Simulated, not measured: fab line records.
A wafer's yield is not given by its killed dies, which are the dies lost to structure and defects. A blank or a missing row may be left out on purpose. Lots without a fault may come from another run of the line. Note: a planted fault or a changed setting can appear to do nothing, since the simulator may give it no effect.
fab line records + flow n5-finfet
[record]
- lots = 3
- wafers = 9
- last-day = 18
route steps=1938 shown BEOL_M5@1120
lots with no fault: from the same line, run without faults
start-h: hours from the record's first day to the start of the lot's first wafer shown + wait-h: hours from the lot's prior step to this one + " as in the row above + L1.1+2: a row that stands for several wafers + - value missing, or start not given + * or withheld: withheld + < > ~ a bound
route shown NAME@n: NAME is a module with steps in the file, n the number in the route of the first one + usual: average and standard deviation across the fault-free wafers + same: alike in all rows + chamber/n: place in a boat + sites: readings site by site + _std_site: standard deviation across them + _edge_site: inner sites' mean taken away from outer sites' mean + radius-mm: for every site, how far away it sits from the centre of the wafer + mask NAME#n: copy n + behind: the last tool/chamber to shape the wafer + hold: reason for holding the lot/hours on hold/outcome of the hold + device: transistor that didn't switch, given as n, p or np + end of line: the same wafers' tests at the end of the route + a step without rows: its recipe alone + killed: count of dies lost to structure and defects at first sort (not the wafer's yield) + map: a wafer's dies, x killed, . not, _ none there
set.NAME: the setting as run; set.NAME@STEP: as run at that earlier step + model.NAME: the simulator's own value behind a step, which no gauge read
lots seen at some steps along the route; tables by step, rows by wafer
services: from which hour (start-h, from the record's first day; less than 0 if before it) a tool's chamber was out of use, for how many hours, and why
[[steps]]
[step N5_BEOL_M5_COAT_05]
[recipe]
- resist = CAR-EUV
- spin-rpm = 1500
- resist-thk-nm = 30
[step N5_BEOL_M5_EBR_07]
[recipe]
- solvent = PGMEA
- ebr-width-mm = 1.5
[step N5_BEOL_M5_SOFTBAKE_06]
[recipe]
- temp-c = 110
- time-s = 60
- resist = CAR-EUV
[step N5_BEOL_M5_EXPOSE_08]
[recipe]
- mask-id = M5
- na = 0.33
- source-shape = annular
- sigma-inner = 0.4
- sigma-outer = 0.8
- polarization = unpolarized
- target-cd-nm = 28
- dose-mj = 35.75
[step N5_BEOL_M5_PEB_09]
[recipe]
- peb-temp-c = 100
- peb-time-s = 60
- resist = CAR-EUV
[step N5_BEOL_M5_DEVELOP_10]
[recipe]
- develop-time-s = 30
- developer = TMAH
- resist = CAR-EUV
- rinse-liquid = surfactant-rinse
- dry = air-spin
- dev-temp-c = 23
[step N5_BEOL_M5_DESCUM_16]
[recipe]
- chemistry = O2
- time-s = 7
- source-power-w = 50
- bias-power-w = 20
- pressure-mtorr = 20
- rf-frequency-hz = 2.712e+07
- temp-c = 40
- resist = CAR-EUV
- o2-flow-sccm = 225
[step N5_BEOL_M5_ETCH_72]
[recipe]
- chemistry = N2/H2
- target = underlayer
- target-depth-a = 65
- mask-material = CAR-EUV
- time-s = 5.2
- ion-energy-ev = 200
- pressure-mtorr = 30
- source-w = 840
- bias-w = 150
- n2-flow-sccm = 200
- h2-flow-sccm = 200
- ends = cleared
[step N5_BEOL_M5_ETCH_61]
[recipe]
- chemistry = CF4
- target = SiARC
- target-depth-a = 156
- mask-material = CAR-EUV
- time-s = 26
- ion-energy-ev = 80
- pressure-mtorr = 40
- source-w = 545
- bias-w = 36
- Ar_flow_sccm = 100
- cf4-flow-sccm = 100
- ends = cleared
[step N5_BEOL_M5_ETCH_62]
[recipe]
- chemistry = N2/H2
- target = SOC
- target-depth-a = 750
- overetch-a = 150
- mask-material = SiARC
- temp-c = 40
- time-s = 112.5
- ion-energy-ev = 200
- pressure-mtorr = 30
- source-w = 840
- bias-w = 150
- n2-flow-sccm = 200
- h2-flow-sccm = 200
[usual]
- drypump-motor-current-A = 5.7/0.46
- oes-product-au = 0.64/0.061
- rf-vpp-V = 525/3.2
- showerhead-plenum-p-Torr = 2.57/0.11
- throttle-valve-pct = 17.96/0.21
| lot.wafer | tool        | chamber | start-h | wait-h | drypump-motor-current-A | oes-product-au | rf-hours-counter-h | rf-vpp-V | showerhead-plenum-p-Torr | throttle-valve-pct | model.SiARC_of_BEOL_M5_COAT_60.thk-nm | model.BEOL_M5.cd-nm |
|-----------|-------------|---------|---------|--------|-------------------------|----------------|--------------------|----------|--------------------------|--------------------|---------------------------------------|---------------------|
| L390.1    | rie-diel-02 | 0       | 254.73  | 0.0    | 5.7                     | 0.56           | 212                | 523      | 2.52                     | 18.10              | 6.6                                   | 28                  |
| L390.4    | "           | 2       | "       | "      | 5.8                     | 0.67           | -                  | 530      | 2.70                     | 17.84              | 6.6                                   | 27.8                |
| L390.6    | "           | 1       | "       | "      | 5.1                     | 0.70           | -                  | 522      | 2.48                     | 17.89              | 6.4                                   | 28                  |
| L395.1    | rie-diel-02 | 1       | 288.79  | 0.0    | 5.1                     | 0.69           | 44                 | 522      | 2.48                     | 17.92              | 6.6                                   | 27.6                |
| L395.3    | "           | 3       | "       | "      | 5.7                     | 0.68           | 54                 | 523      | 2.50                     | 18.03              | 3.8                                   | 29.2                |
| L395.4    | "           | 2       | "       | "      | 5.9                     | 0.66           | 65                 | 528      | 2.69                     | 17.88              | 6.8                                   | 27.8                |
| L403.1    | rie-diel-04 | 0       | 338.12  | 0.0    | 4.8                     | 0.65           | 57                 | 528      | 2.70                     | 17.68              | 6.6                                   | 27.4                |
| L403.4    | "           | 1       | "       | "      | 5.2                     | 0.74           | 16                 | 523      | 2.49                     | 17.50              | 6.8                                   | 27.6                |
| L403.6    | "           | 2       | "       | "      | 6.2                     | 0.63           | -                  | 528      | 2.68                     | 18.08              | 6.6                                   | 27.4                |
[step N5_BEOL_M5_STRIP_63]
[recipe]
- chemistry = N2/H2
- temp-c = 40
- n2-flow-sccm = 200
- h2-flow-sccm = 200
- rf-frequency-hz = 6e+07
[step N5_BEOL_M5_STRIP_73]
[recipe]
- chemistry = N2/H2
- temp-c = 40
- n2-flow-sccm = 200
- h2-flow-sccm = 200
- rf-frequency-hz = 6e+07
[step N5_BEOL_M5_STRIP_64]
[recipe]
- chemistry = CF4
- resist = SiARC
- power-w = 300
- bias-power-w = 75
- pressure-mtorr = 50
- cf4-flow-sccm = 150
- rf-frequency-hz = 6e+07
[step N5_BEOL_M5_HM_OPEN_17]
[recipe]
- chemistry = Cl2/BCl3
- target-depth-a = 200
- overetch-a = 60
- target = TiN
- mask-material = SOC
- ion-energy-ev = 150
- pressure-mtorr = 10
- icp-w = 1000
- bias-w = 126
- Cl2_flow_sccm = 53.25
- bcl3-flow-sccm = 21.75
- Ar_flow_sccm = 25
[step N5_BEOL_M5_STRIP_19]
[recipe]
- chemistry = O2
- power-w = 400
- temp-c = 40
- pressure-mtorr = 30
- rf-frequency-hz = 6e+07
- bias-power-w = 0
- overash-fraction = 0.2
- o2-flow-sccm = 225
[step N5_BEOL_M5_CD_MEAS_18]
[recipe]
- pitch-nm = 56
- target-cd-nm = 28
[usual]
- cd-nm = 28.0/0.41
| lot.wafer | tool      | chamber | start-h | wait-h | cd-nm |
|-----------|-----------|---------|---------|--------|-------|
| L390.1    | cd-sem-03 | -       | 255.08  | 0.0    | 28.1  |
| L390.4    | "         | -       | "       | "      | 28.0  |
| L390.6    | "         | -       | "       | "      | 28.3  |
| L395.1    | cd-sem-02 | -       | 289.13  | 0.0    | 28.0  |
| L395.3    | "         | -       | "       | "      | 29.2  |
| L395.4    | "         | -       | "       | "      | 27.7  |
| L403.1    | cd-sem-01 | -       | 338.60  | 0.0    | 27.2  |
| L403.4    | "         | -       | "       | "      | 27.3  |
| L403.6    | "         | -       | "       | "      | 27.4  |
[step N5_BEOL_M5_COAT_65]
[recipe]
- resist = SOC
- temp-c = 250
- time-s = 60
- spin-rpm = 1500
- resist-thk-nm = 60
[step N5_BEOL_M5_COAT_66]
[recipe]
- resist = SiARC
- temp-c = 220
- time-s = 60
- spin-rpm = 1500
- resist-thk-nm = 12
[step N5_BEOL_M5_COAT_74]
[recipe]
- resist = underlayer
- temp-c = 205
- time-s = 60
- spin-rpm = 1500
- resist-thk-nm = 5
[step N5_BEOL_M5_COAT_22]
[recipe]
- resist = CAR-EUV
- spin-rpm = 1500
- resist-thk-nm = 30
[step N5_BEOL_M5_EBR_24]
[recipe]
- solvent = PGMEA
- ebr-width-mm = 1.5
[step N5_BEOL_M5_SOFTBAKE_23]
[recipe]
- temp-c = 110
- time-s = 60
- resist = CAR-EUV
[step N5_BEOL_M5_EXPOSE_25]
[recipe]
- mask-id = V4
- na = 0.33
- source-shape = quasar
- sigma-inner = 0.2
- sigma-outer = 0.6
- polarization = unpolarized
- defocus-nm = 10
- dose-mj = 52.75
[step N5_BEOL_M5_PEB_26]
[recipe]
- peb-temp-c = 100
- peb-time-s = 60
- resist = CAR-EUV
[step N5_BEOL_M5_DEVELOP_27]
[recipe]
- develop-time-s = 30
- developer = TMAH
- resist = CAR-EUV
- rinse-liquid = surfactant-rinse
- dry = air-spin
- dev-temp-c = 23
[step N5_BEOL_M5_DESCUM_33]
[recipe]
- chemistry = O2
- time-s = 7
- source-power-w = 50
- bias-power-w = 20
- pressure-mtorr = 20
- rf-frequency-hz = 2.712e+07
- temp-c = 40
- resist = CAR-EUV
- o2-flow-sccm = 225
[step N5_BEOL_M5_ETCH_75]
[recipe]
- chemistry = N2/H2
- target = underlayer
- target-depth-a = 65
- mask-material = CAR-EUV
- time-s = 5.2
- ion-energy-ev = 200
- pressure-mtorr = 30
- source-w = 840
- bias-w = 150
- n2-flow-sccm = 200
- h2-flow-sccm = 200
- ends = cleared
[step N5_BEOL_M5_ETCH_67]
[recipe]
- chemistry = CF4
- target = SiARC
- target-depth-a = 156
- mask-material = CAR-EUV
- time-s = 26
- ion-energy-ev = 80
- pressure-mtorr = 40
- source-w = 545
- bias-w = 36
- Ar_flow_sccm = 100
- cf4-flow-sccm = 100
- ends = cleared
[step N5_BEOL_M5_ETCH_68]
[recipe]
- chemistry = N2/H2
- target = SOC
- target-depth-a = 800
- overetch-a = 160
- mask-material = SiARC
- temp-c = 40
- time-s = 120
- ion-energy-ev = 200
- pressure-mtorr = 30
- source-w = 840
- bias-w = 150
- n2-flow-sccm = 200
- h2-flow-sccm = 200
[step N5_BEOL_M5_STRIP_69]
[recipe]
- chemistry = N2/H2
- temp-c = 40
- n2-flow-sccm = 200
- h2-flow-sccm = 200
- rf-frequency-hz = 6e+07
[step N5_BEOL_M5_STRIP_76]
[recipe]
- chemistry = N2/H2
- temp-c = 40
- n2-flow-sccm = 200
- h2-flow-sccm = 200
- rf-frequency-hz = 6e+07
[step N5_BEOL_M5_VIA_ETCH_34]
[recipe]
- chemistry = C4F6/O2
- target = SiCOH_lowk
- target-depth-a = 883
- mask-material = SOC
- taper-deg = 4
- time-s = 39.2
- ion-energy-ev = 250
- pressure-mtorr = 30
- source-w = 345
- bias-w = 185
- Ar_flow_sccm = 300
- C4F6_flow_sccm = 10
- O2_flow_sccm = 10
[step N5_BEOL_M5_STRIP_85]
[recipe]
- chemistry = C4F6/O2
- resist = SiARC
- rf-frequency-hz = 6e+07
[step N5_BEOL_M5_STRIP_36]
[recipe]
- chemistry = N2/H2
- power-w = 450
- temp-c = 40
- pressure-mtorr = 20
- rf-frequency-hz = 6e+07
- overash-fraction = 0.3
- bias-power-w = 7
- h2-frac = 0.5
- n2-flow-sccm = 200
- h2-flow-sccm = 200
[step N5_BEOL_M5_TRENCH_ETCH_37]
[recipe]
- chemistry = C4F6/O2
- target-depth-a = 716.52
- target = SiCOH_lowk
- time-s = 24.7
- ion-energy-ev = 250
- pressure-mtorr = 30
- source-w = 345
- bias-w = 185
- Ar_flow_sccm = 300
- C4F6_flow_sccm = 10
- O2_flow_sccm = 10
[step N5_BEOL_M5_ETCH_41]
[recipe]
- chemistry = CH3F/O2
- target = SiCN
- target-depth-a = 315
- taper-deg = 2
- time-s = 56.7
- ion-energy-ev = 120
- mask-material = TiN
- pressure-mtorr = 30
- source-w = 395
- bias-w = 75
- Ar_flow_sccm = 150
- CH3F_flow_sccm = 30
- O2_flow_sccm = 20
[usual]
- drypump-motor-current-A = 5.7/0.47
- oes-product-au = 0.81/0.089
- rf-vpp-V = 297.6/1.8
- showerhead-plenum-p-Torr = 2.01/0.078
- throttle-valve-pct = 16.40/0.2
| lot.wafer | tool        | chamber | start-h | wait-h | drypump-motor-current-A | oes-product-au | rf-hours-counter-h | rf-vpp-V | showerhead-plenum-p-Torr | throttle-valve-pct | model.BEOL_M5.cd-nm |
|-----------|-------------|---------|---------|--------|-------------------------|----------------|--------------------|----------|--------------------------|--------------------|---------------------|
| L390.1    | rie-diel-02 | 2       | -       | -      | 5.8                     | 0.84           | 54                 | 299.3    | 2.10                     | 16.14              | 28.2                |
| L390.4    | "           | 2       | "       | "      | 5.8                     | 0.85           | -                  | 300.4    | 2.10                     | 16.15              | 28                  |
| L390.6    | "           | 0       | "       | "      | 5.7                     | 0.70           | -                  | 297.0    | 1.99                     | 16.64              | 28.2                |
| L395.1    | rie-diel-05 | 2       | -       | -      | 5.5                     | 0.78           | 121                | 297.7    | 1.93                     | 16.43              | 27.8                |
| L395.3    | "           | 1       | "       | "      | 6.3                     | 0.68           | 221                | 296.7    | 1.97                     | 16.63              | 29.4                |
| L395.4    | "           | 1       | "       | "      | 6.3                     | 0.68           | -                  | 296.9    | 1.97                     | 16.61              | 27.8                |
| L403.1    | rie-diel-04 | 0       | -       | -      | 4.8                     | 0.84           | 57                 | 299.7    | 2.12                     | 16.23              | 27.2                |
| L403.4    | "           | 1       | "       | "      | 5.2                     | 0.95           | 16                 | 297.2    | 1.97                     | 16.16              | 27.6                |
| L403.6    | "           | 2       | "       | "      | 6.1                     | 0.80           | -                  | 299.2    | 2.10                     | 16.58              | 27                  |
[[services]]
| tool        | chamber | start-h | hours | kind                          |
|-------------|---------|---------|-------|-------------------------------|
| rie-diel-05 | 1       | 238.66  | 19.1  | repair                        |
| rie-diel-02 | 3       | 253.47  | 2.3   | repair                        |
| rie-diel-04 | 1       | 263.33  | -     | clean                         |
| rie-diel-04 | 1       | 263.33  | -     | consumable-replace:focus-ring |
| rie-diel-04 | 1       | 263.33  | 21.3  | scheduled-down                |
| rie-diel-04 | 1       | 263.33  | 21.3  | vent-cycle                    |
| rie-diel-05 | 0       | 273.24  | -     | clean                         |
| rie-diel-05 | 0       | 273.24  | -     | consumable-replace:focus-ring |
| rie-diel-05 | 0       | 273.24  | -     | consumable-replace:showerhead |
[[key]]
[first-sign]
- step = N5_BEOL_M5_CD_MEAS_18
- reading = cd-nm
- direction = up
- sigmas = 3
- usual = 28.0
- struck = 29.2
effect none on later readings
[model-effect]
- step = N5_BEOL_M5_ETCH_62
- value = SiARC_of_BEOL_M5_COAT_60.thk-nm
- without = 6.8
- struck = 3.8
[model-effect]
- step = N5_BEOL_M5_ETCH_41
- value = BEOL_M5.cd-nm
- without = 28.2
- struck = 29.4
met-at N5_BEOL_M5_ETCH_62
struck-wafers L395.3
[fault]
- kind = process-parameter-drift
- tool = rie-diel-02
- chamber = 3
- onset-h = 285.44
- steps = N5_BEOL_M5_ETCH_62
- channel = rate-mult
- offset = 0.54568
- shape = step
- end-h = 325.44
